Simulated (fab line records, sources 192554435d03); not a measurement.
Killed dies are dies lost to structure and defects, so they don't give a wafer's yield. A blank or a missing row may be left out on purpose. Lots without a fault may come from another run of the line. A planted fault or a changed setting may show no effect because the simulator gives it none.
Which tool did it? | flow n5_finfet | 23 lots, 69 wafers sampled, at 6 steps of a route of 1938

WHAT THE GAUGES READ, wafer by wafer
The record holds no reading of a measuring or inspecting step that can be judged against a usual standard deviation.

WHICH TOOL RAN EACH LOT (tool, then ch and the chambers of the sampled wafers, then the start)
lot  | N5_BEOL_M10_ETCH_62                | N5_BEOL_M10_ALD_74                  | N5_BEOL_M10_ANNEAL_51            | N5_BEOL_M10_CMP_52            | N5_BEOL_M11_CURE_71           | N5_BEOL_M11_STRIP_19
L074 | rie_diel-04 ch 1,2,3, day 10 12:10 | ald_metal-02 ch 0,3, day 10 16:46   | rtp_anneal-01 ch 0, day 10 18:23 | cmp-01 ch 0,1,3, day 10 18:45 | uv_cure-03 ch 2, day 10 19:16 | rie_diel-01 ch 0,1,3, day 10 23:14
L075 | rie_diel-06 ch 1,3, day 10 18:37   | ald_metal-02 ch 0,1,3, day 10 23:04 | rtp_anneal-02 ch 0, day 11 00:00 | cmp-03 ch 0,2, day 11 00:16   | uv_cure-03 ch 0, day 11 00:55 | rie_diel-03 ch 0,1,3, day 11 05:19
L076 | rie_diel-06 ch 1,2,3, day 11 19:00 | ald_metal-04 ch 0,1,2, day 11 22:02 | rtp_anneal-02 ch 0, day 11 23:18 | cmp-03 ch 1,2,3, day 11 23:38 | uv_cure-03 ch 0, day 12 00:10 | rie_diel-03 ch 0,2, day 12 03:47
L078 | rie_diel-06 ch 1,3, day 11 19:22   | ald_metal-04 ch 0,1, day 11 21:35   | rtp_anneal-02 ch 0, day 11 22:25 | cmp-02 ch 0,1,3, day 11 22:47 | uv_cure-02 ch 2, day 11 23:27 | rie_diel-05 ch 1,2,3, day 12 01:13
L079 | rie_diel-04 ch 0,2,3, day 12 04:02 | ald_metal-01 ch 0,1, day 12 08:43   | rtp_anneal-01 ch 0, day 12 09:56 | cmp-02 ch 0,2,3, day 12 10:20 | uv_cure-03 ch 1, day 12 10:54 | rie_diel-05 ch 0,1,3, day 12 12:58
L080 | rie_diel-06 ch 0,2,3, day 12 05:33 | ald_metal-02 ch 0,3, day 12 08:11   | rtp_anneal-02 ch 0, day 12 09:14 | cmp-02 ch 0,1,2, day 12 09:37 | uv_cure-03 ch 0, day 12 10:07 | rie_diel-01 ch 1,2,3, day 12 12:47
L077 | rie_diel-02 ch 0,1,3, day 12 08:19 | ald_metal-04 ch 1,3, day 12 10:56   | rtp_anneal-02 ch 0, day 12 11:58 | cmp-02 ch 2,3, day 12 12:17   | uv_cure-02 ch 0, day 12 12:54 | rie_diel-01 ch 1,2, day 12 15:13
L082 | rie_diel-06 ch 1,2,3, day 12 08:36 | ald_metal-01 ch 0,1,2, day 12 11:40 | rtp_anneal-01 ch 0, day 12 12:33 | cmp-01 ch 0,1,3, day 12 12:50 | uv_cure-03 ch 1, day 12 13:27 | rie_diel-01 ch 0,1,3, day 12 17:41
L083 | rie_diel-02 ch 2,3, day 12 12:20   | ald_metal-04 ch 0,1,2, day 12 16:34 | rtp_anneal-02 ch 0, day 12 17:23 | cmp-02 ch 1,2,3, day 12 17:46 | uv_cure-02 ch 0, day 12 18:16 | rie_diel-05 ch 2,3, day 12 23:18
L084 | rie_diel-06 ch 0,3, day 12 17:58   | ald_metal-02 ch 1,2,3, day 12 22:43 | rtp_anneal-01 ch 0, day 13 00:33 | cmp-02 ch 2,3, day 13 00:46   | uv_cure-01 ch 1, day 13 01:40 | rie_diel-03 ch 2,3, day 13 03:43
L085 | rie_diel-06 ch 0,1, day 13 03:23   | ald_metal-04 ch 0,2,3, day 13 05:31 | rtp_anneal-02 ch 0, day 13 06:40 | cmp-02 ch 1,2, day 13 07:00   | uv_cure-02 ch 2, day 13 07:32 | rie_diel-05 ch 1,2,3, day 13 09:52
L086 | rie_diel-04 ch 0,3, day 13 13:26   | ald_metal-01 ch 0,1,2, day 13 15:53 | rtp_anneal-01 ch 0, day 13 17:15 | cmp-03 ch 0,1, day 13 17:38   | uv_cure-03 ch 0, day 13 18:13 | rie_diel-03 ch 0,2,3, day 13 20:39
L087 | rie_diel-04 ch 1,2,3, day 13 13:44 | ald_metal-02 ch 0,1,3, day 13 15:57 | rtp_anneal-02 ch 0, day 13 17:19 | cmp-03 ch 0,1,2, day 13 17:59 | uv_cure-02 ch 2, day 13 18:31 | rie_diel-01 ch 0,1,2, day 13 20:50
L088 | rie_diel-02 ch 1,2, day 14 01:49   | ald_metal-02 ch 0,2,3, day 14 05:06 | rtp_anneal-02 ch 0, day 14 06:05 | cmp-03 ch 0,1,3, day 14 06:25 | uv_cure-02 ch 0, day 14 06:58 | rie_diel-05 ch 1,3, day 14 09:12
L089 | rie_diel-02 ch 0,2,3, day 14 09:38 | ald_metal-04 ch 0,1,3, day 14 14:32 | rtp_anneal-01 ch 0, day 14 16:21 | cmp-03 ch 0,1,2, day 14 16:40 | uv_cure-01 ch 0, day 14 17:14 | rie_diel-05 ch 1,3, day 14 18:46
L091 | rie_diel-06 ch 0,1,2, day 14 14:14 | ald_metal-01 ch 0,2,3, day 14 17:41 | rtp_anneal-01 ch 0, day 14 18:35 | cmp-02 ch 0,1,3, day 14 18:50 | uv_cure-03 ch 0, day 14 19:33 | rie_diel-01 ch 1,2,3, day 14 23:52
L090 | rie_diel-02 ch 2,3, day 14 23:23   | ald_metal-01 ch 0,1,2, day 15 06:25 | rtp_anneal-02 ch 0, day 15 07:28 | cmp-03 ch 0,1,2, day 15 07:41 | uv_cure-02 ch 1, day 15 08:34 | rie_diel-01 ch 0,1,2, day 15 12:04
L093 | rie_diel-02 ch 0,1, day 14 23:38   | ald_metal-01 ch 0,1, day 15 02:43   | rtp_anneal-02 ch 0, day 15 06:05 | cmp-02 ch 0,2,3, day 15 06:22 | uv_cure-01 ch 2, day 15 07:01 | rie_diel-03 ch 0,1,3, day 15 08:40
L092 | rie_diel-04 ch 1,2,3, day 14 23:42 | ald_metal-02 ch 0,1, day 15 06:26   | rtp_anneal-01 ch 0, day 15 07:29 | cmp-01 ch 2,3, day 15 07:47   | uv_cure-01 ch 1, day 15 08:21 | rie_diel-05 ch 1,2, day 15 11:38
L094 | rie_diel-06 ch 1,3, day 15 09:35   | ald_metal-02 ch 0,1,2, day 15 11:46 | rtp_anneal-02 ch 0, day 15 12:43 | cmp-03 ch 1,2, day 15 13:01   | uv_cure-03 ch 1, day 15 13:38 | rie_diel-01 ch 1,2,3, day 15 15:43
L095 | rie_diel-04 ch 1,2,3, day 16 03:19 | ald_metal-01 ch 0,1, day 16 05:11   | rtp_anneal-01 ch 0, day 16 07:21 | cmp-02 ch 0,1, day 16 07:38   | uv_cure-03 ch 2, day 16 08:15 | rie_diel-01 ch 0,1,2, day 16 10:04
L096 | rie_diel-04 ch 0,1, day 16 08:31   | ald_metal-01 ch 0,3, day 16 13:38   | rtp_anneal-02 ch 0, day 16 14:31 | cmp-03 ch 1,2,3, day 16 14:49 | uv_cure-03 ch 2, day 16 15:30 | rie_diel-01 ch 0,1,3, day 16 19:21
L097 | rie_diel-06 ch 1,3, day 16 09:04   | ald_metal-02 ch 0,1,2, day 16 12:35 | rtp_anneal-01 ch 0, day 16 13:29 | cmp-01 ch 1,2,3, day 16 13:46 | uv_cure-02 ch 2, day 16 15:01 | rie_diel-03 ch 1,2,3, day 16 19:13
- N5_BEOL_M10_ETCH_62: etches SOC in N2/H2, target depth 110 nm, overetch 22 nm, time 165 s.
- N5_BEOL_M10_ALD_74: deposits TaN, target thk 2 nm, pulse time 2 s, purge time 3 s.
- N5_BEOL_M10_ANNEAL_51: time 90 s.
- N5_BEOL_M10_CMP_52: polishes, stops on SiCOH lowk, t overpolish 7 s, target thk 140 nm.
- N5_BEOL_M11_CURE_71: cures SiCOH lowk, time 240 s.
- N5_BEOL_M11_STRIP_19: strips in O2.

WHAT THE TOOLS THEMSELVES READ (means of the sampled wafers that have a number; where no wafer has one, the mark that the record gives instead)
N5_BEOL_M10_ETCH_62. Usual: bias_w 150.0 W, standard deviation 0.44; drypump_motor_current_A 6.0 A, standard deviation 0.48; h2_flow_sccm 199.9 sccm, standard deviation 0.57; oes_product_au 0.68 a.u., standard deviation 0.068; rf_vpp_V 524.2 V, standard deviation 2.7; showerhead_plenum_p_Torr 2.55 Torr, standard deviation 0.096; throttle_valve_pct 17.76 %, standard deviation 0.26.
lot  | tool        | bias_w (W) | drypump_motor_current_A (A) | h2_flow_sccm (sccm) | oes_product_au (a.u.) | rf_vpp_V (V) | showerhead_plenum_p_Torr (Torr) | throttle_valve_pct (%) | flag
L074 | rie_diel-04 | 150.2      | 5.9                         | 200.2               | 0.75                  | 527.0        | 2.66                            | 17.51                  |
L075 | rie_diel-06 | 150.2      | 6.0                         | 200.2               | 0.67                  | 524.0        | 2.52                            | 17.75                  |
L076 | rie_diel-06 | 150.2      | 5.7                         | 200.3               | 0.64                  | 523.7        | 2.54                            | 17.91                  |
L078 | rie_diel-06 | 149.8      | 6.0                         | 199.6               | 0.66                  | 523.7        | 2.52                            | 17.78                  |
L079 | rie_diel-04 | 150.0      | 5.9                         | 199.9               | 0.72                  | 527.6        | 2.69                            | 17.73                  |
L080 | rie_diel-06 | 150.1      | 5.9                         | 199.7               | 0.63                  | 523.0        | 2.57                            | 17.97                  |
L077 | rie_diel-02 | 149.5      | 6.3                         | 200.1               | 0.69                  | 523.0        | 2.48                            | 17.71                  |
L082 | rie_diel-06 | 150.2      | 5.7                         | 199.5               | 0.63                  | 523.7        | 2.54                            | 17.92                  |
L083 | rie_diel-02 | 150.0      | 6.5                         | 200.1               | 0.80                  | 522.3        | 2.48                            | 17.61                  |
L084 | rie_diel-06 | 150.3      | 6.4                         | 199.7               | 0.62                  | 524.6        | 2.58                            | 17.88                  |
L085 | rie_diel-06 | 150.1      | 6.2                         | 199.4               | 0.63                  | 522.9        | 2.51                            | 17.81                  |
L086 | rie_diel-04 | 150.0      | 5.9                         | 200.1               | 0.72                  | 527.3        | 2.70                            | 17.86                  |
L087 | rie_diel-04 | 149.9      | 5.9                         | 200.4               | 0.72                  | 526.9        | 2.65                            | 17.55                  |
L088 | rie_diel-02 | 150.0      | 6.2                         | 199.5               | 0.70                  | 523.8        | 2.52                            | 17.61                  |
L089 | rie_diel-02 | 150.0      | 6.2                         | 199.7               | 0.70                  | 522.0        | 2.44                            | 17.60                  |
L091 | rie_diel-06 | 150.1      | 5.7                         | 200.1               | 0.68                  | 523.0        | 2.50                            | 17.78                  |
L090 | rie_diel-02 | 150.5      | 6.5                         | 200.0               | 0.76                  | 521.6        | 2.47                            | 17.64                  |
L093 | rie_diel-02 | 150.0      | 6.0                         | 200.4               | 0.61                  | 521.4        | 2.44                            | 17.72                  |
L092 | rie_diel-04 | 150.2      | 5.9                         | 199.8               | 0.70                  | 526.7        | 2.64                            | 17.57                  |
L094 | rie_diel-06 | 149.5      | 6.2                         | 200.2               | 0.63                  | 524.4        | 2.57                            | 17.91                  |
L095 | rie_diel-04 | 149.8      | 5.9                         | 199.9               | 0.70                  | 527.9        | 2.64                            | 17.58                  |
L096 | rie_diel-04 | 149.6      | 5.9                         | 199.3               | 0.69                  | 525.5        | 2.61                            | 17.82                  |
L097 | rie_diel-06 | 149.7      | 6.2                         | 199.9               | 0.63                  | 524.2        | 2.56                            | 17.93                  |

N5_BEOL_M10_ALD_74. Usual: heater_power_w 414 W, standard deviation 59; precursor_vessel_temp_c 74.99 C, standard deviation 0.13.
lot  | tool         | heater_power_w (W) | precursor_vessel_temp_c (C) | flag
L074 | ald_metal-02 | 354                | 75.07                       |
L075 | ald_metal-02 | 373                | 74.85                       |
L076 | ald_metal-04 | 412                | 74.93                       |
L078 | ald_metal-04 | 424                | 75.01                       |
L079 | ald_metal-01 | 461                | 75.04                       |
L080 | ald_metal-02 | 359                | 75.11                       |
L077 | ald_metal-04 | 390                | 75.02                       |
L082 | ald_metal-01 | 436                | 75.07                       |
L083 | ald_metal-04 | 420                | 75.00                       |
L084 | ald_metal-02 | 398                | 75.07                       |
L085 | ald_metal-04 | 451                | 74.90                       |
L086 | ald_metal-01 | 434                | 75.00                       |
L087 | ald_metal-02 | 369                | 75.13                       |
L088 | ald_metal-02 | 388                | 75.12                       |
L089 | ald_metal-04 | 426                | 74.95                       |
L091 | ald_metal-01 | 407                | 75.00                       |
L090 | ald_metal-01 | 423                | 75.03                       |
L093 | ald_metal-01 | 495                | 75.07                       |
L092 | ald_metal-02 | 377                | 74.92                       |
L094 | ald_metal-02 | 409                | 75.07                       |
L095 | ald_metal-01 | 496                | 74.87                       |
L096 | ald_metal-01 | 464                | 75.16                       |
L097 | ald_metal-02 | 410                | 74.97                       |

N5_BEOL_M10_ANNEAL_51. Usual: anneal_temp_c 224.97 C, standard deviation 0.17; anneal_temp_c_max 226.04, standard deviation 0.22; wafer_temp_C_max 226.1, standard deviation 0.44.
lot  | tool          | anneal_temp_c (C) | anneal_temp_c_max | wafer_temp_C_max | flag
L074 | rtp_anneal-01 | 224.83            | 225.73            | 225.7            |
L075 | rtp_anneal-02 | 224.91            | 226.00            | 226.0            |
L076 | rtp_anneal-02 | 224.94            | 225.95            | 226.3            |
L078 | rtp_anneal-02 | 225.07            | 226.07            | 226.7            |
L079 | rtp_anneal-01 | 224.85            | 226.14            | 225.9            |
L080 | rtp_anneal-02 | 224.93            | 226.02            | 226.5            |
L077 | rtp_anneal-02 | 225.02            | 226.14            | 226.2            |
L082 | rtp_anneal-01 | 224.81            | 225.92            | 225.8            |
L083 | rtp_anneal-02 | 224.68            | 225.68            | 226.3            |
L084 | rtp_anneal-01 | 224.84            | 225.96            | 225.7            |
L085 | rtp_anneal-02 | 225.15            | 226.11            | 226.4            |
L086 | rtp_anneal-01 | 224.90            | 225.95            | 225.7            |
L087 | rtp_anneal-02 | 224.98            | 226.05            | 226.1            |
L088 | rtp_anneal-02 | 225.01            | 225.95            | 226.3            |
L089 | rtp_anneal-01 | 225.04            | 226.12            | 225.7            |
L091 | rtp_anneal-01 | 225.12            | 226.19            | 225.7            |
L090 | rtp_anneal-02 | 225.06            | 226.18            | 226.7            |
L093 | rtp_anneal-02 | 225.29            | 226.35            | 226.8            |
L092 | rtp_anneal-01 | 224.94            | 226.06            | 225.8            |
L094 | rtp_anneal-02 | 225.12            | 226.23            | 226.4            |
L095 | rtp_anneal-01 | 224.96            | 225.97            | 225.7            |
L096 | rtp_anneal-02 | 224.99            | 226.04            | 226.8            |
L097 | rtp_anneal-01 | 224.90            | 225.97            | 225.7            |

N5_BEOL_M10_CMP_52. Usual: barrier_field_endpoint_s 29.0 s, standard deviation 0.81; motor_current_A 6.2 A, standard deviation 0.74; overpolish_run_s 7.000 s, standard deviation 0.0085; time_to_endpoint_s 66 s, standard deviation 3.5.
lot  | tool   | barrier_field_endpoint_s (s) | motor_current_A (A) | overpolish_run_s (s) | time_to_endpoint_s (s) | flag
L074 | cmp-01 | 28.3                         | 5.9                 | 7.006                | 65                     |
L075 | cmp-03 | 28.9                         | 7.1                 | 7.001                | 67                     |
L076 | cmp-03 | 29.9                         | 6.2                 | 6.996                | 70                     |
L078 | cmp-02 | 29.5                         | 6.5                 | 7.004                | 67                     |
L079 | cmp-02 | 28.9                         | 6.1                 | 7.001                | 68                     |
L080 | cmp-02 | 28.1                         | 6.6                 | 6.993                | 66                     |
L077 | cmp-02 | 29.2                         | 6.1                 | 7.003                | 65                     |
L082 | cmp-01 | 28.8                         | 6.0                 | 6.995                | 64                     |
L083 | cmp-02 | 28.8                         | 6.6                 | 6.995                | 64                     |
L084 | cmp-02 | 28.0                         | 6.2                 | 7.008                | 63                     |
L085 | cmp-02 | 29.1                         | 6.9                 | 6.996                | 63                     |
L086 | cmp-03 | 28.9                         | 6.0                 | 7.003                | 61                     |
L087 | cmp-03 | 28.7                         | 6.1                 | 7.000                | 64                     |
L088 | cmp-03 | 29.4                         | 6.0                 | 7.003                | 67                     |
L089 | cmp-03 | 29.7                         | 6.2                 | 6.992                | 68                     |
L091 | cmp-02 | 28.5                         | 6.6                 | 7.004                | 64                     |
L090 | cmp-03 | 28.3                         | 6.4                 | 6.996                | 61                     |
L093 | cmp-02 | 29.1                         | 6.2                 | 7.001                | 67                     |
L092 | cmp-01 | 28.8                         | 5.5                 | 7.008                | 68                     |
L094 | cmp-03 | 28.3                         | 5.8                 | 7.003                | 61                     |
L095 | cmp-02 | 29.4                         | 7.1                 | 6.998                | 66                     |
L096 | cmp-03 | 29.2                         | 6.3                 | 6.998                | 66                     |
L097 | cmp-01 | 28.7                         | 5.7                 | 6.997                | 66                     |

N5_BEOL_M11_CURE_71. Usual: lamp_power_pct 52.31 %, standard deviation 0.055; wafer_temp_C_max 386.6, standard deviation 0.49.
lot  | tool       | lamp_power_pct (%) | wafer_temp_C_max | flag
L074 | uv_cure-03 | 52.31              | 387.1            |
L075 | uv_cure-03 | 52.27              | 386.8            |
L076 | uv_cure-03 | 52.36              | 386.4            |
L078 | uv_cure-02 | 52.34              | 386.1            |
L079 | uv_cure-03 | 52.32              | 386.4            |
L080 | uv_cure-03 | 52.32              | 386.7            |
L077 | uv_cure-02 | 52.34              | 386.4            |
L082 | uv_cure-03 | 52.27              | 386.9            |
L083 | uv_cure-02 | 52.31              | 386.2            |
L084 | uv_cure-01 | 52.32              | 387.0            |
L085 | uv_cure-02 | 52.30              | 386.1            |
L086 | uv_cure-03 | 52.29              | 386.7            |
L087 | uv_cure-02 | 52.36              | 385.9            |
L088 | uv_cure-02 | 52.30              | 386.8            |
L089 | uv_cure-01 | 52.37              | 386.7            |
L091 | uv_cure-03 | 52.31              | 386.8            |
L090 | uv_cure-02 | 52.33              | 386.5            |
L093 | uv_cure-01 | 52.31              | 386.2            |
L092 | uv_cure-01 | 52.28              | 386.7            |
L094 | uv_cure-03 | 52.30              | 386.7            |
L095 | uv_cure-03 | 52.27              | 387.0            |
L096 | uv_cure-03 | 52.37              | 387.2            |
L097 | uv_cure-02 | 52.35              | 386.1            |

N5_BEOL_M11_STRIP_19. Usual: drypump_motor_current_A 5.7 A, standard deviation 0.47; oes_product_au 0.80 a.u., standard deviation 0.074; rf_vpp_V 3.7 V, standard deviation 0.61; showerhead_plenum_p_Torr 2.08 Torr, standard deviation 0.061; throttle_valve_pct 16.59 %, standard deviation 0.23.
lot  | tool        | drypump_motor_current_A (A) | oes_product_au (a.u.) | rf_vpp_V (V) | showerhead_plenum_p_Torr (Torr) | throttle_valve_pct (%) | flag
L074 | rie_diel-01 | 5.6                         | 0.85                  | 3.1          | 2.07                            | 16.43                  |
L075 | rie_diel-03 | 6.4                         | 0.81                  | 4.1          | 2.13                            | 16.59                  |
L076 | rie_diel-03 | 5.9                         | 0.78                  | 3.3          | 2.10                            | 16.61                  |
L078 | rie_diel-05 | 5.6                         | 0.85                  | 3.9          | 2.11                            | 16.66                  |
L079 | rie_diel-05 | 5.6                         | 0.79                  | 3.3          | 2.11                            | 16.68                  |
L080 | rie_diel-01 | 5.5                         | 0.84                  | 4.3          | 2.08                            | 16.48                  |
L077 | rie_diel-01 | 5.4                         | 0.85                  | 3.6          | 2.05                            | 16.40                  |
L082 | rie_diel-01 | 5.6                         | 0.82                  | 3.2          | 2.07                            | 16.45                  |
L083 | rie_diel-05 | 5.5                         | 0.74                  | 3.9          | 2.12                            | 16.98                  |
L084 | rie_diel-03 | 6.0                         | 0.78                  | 3.3          | 2.14                            | 16.57                  |
L085 | rie_diel-05 | 5.6                         | 0.83                  | 3.7          | 2.11                            | 16.67                  |
L086 | rie_diel-03 | 6.1                         | 0.79                  | 3.3          | 2.14                            | 16.60                  |
L087 | rie_diel-01 | 5.4                         | 0.84                  | 3.6          | 2.04                            | 16.44                  |
L088 | rie_diel-05 | 5.9                         | 0.86                  | 3.3          | 2.15                            | 16.53                  |
L089 | rie_diel-05 | 5.8                         | 0.77                  | 3.4          | 2.16                            | 16.84                  |
L091 | rie_diel-01 | 5.5                         | 0.82                  | 3.2          | 2.07                            | 16.51                  |
L090 | rie_diel-01 | 5.4                         | 0.83                  | 3.5          | 2.04                            | 16.44                  |
L093 | rie_diel-03 | 6.4                         | 0.77                  | 3.5          | 2.12                            | 16.65                  |
L092 | rie_diel-05 | 5.7                         | 0.90                  | 4.0          | 2.10                            | 16.38                  |
L094 | rie_diel-01 | 5.5                         | 0.82                  | 3.9          | 2.07                            | 16.52                  |
L095 | rie_diel-01 | 5.4                         | 0.83                  | 3.6          | 2.04                            | 16.46                  |
L096 | rie_diel-01 | 5.6                         | 0.80                  | 3.8          | 2.06                            | 16.51                  |
L097 | rie_diel-03 | 6.3                         | 0.75                  | 3.6          | 2.12                            | 16.65                  |

THE ANSWER, worked out from the rows above alone
Rule: a lot is off if the mean of its wafers that have a number lies more than 3 standard deviations from the usual mean. A lot without any number at a reading at which 4 lots or more have one is off too. The other lots that the step has rows for count as sound. The gauges are gone through in route order, then the tools' own readings, and for those a lot's mean is taken as printed above. The first step at which some lot is off is used, and at that step the reading that is off furthest; a lot without a number counts as furthest.
No lot is off at any reading shown: from this, nothing can be told.

WHAT THE SIMULATOR HAD PUT IN
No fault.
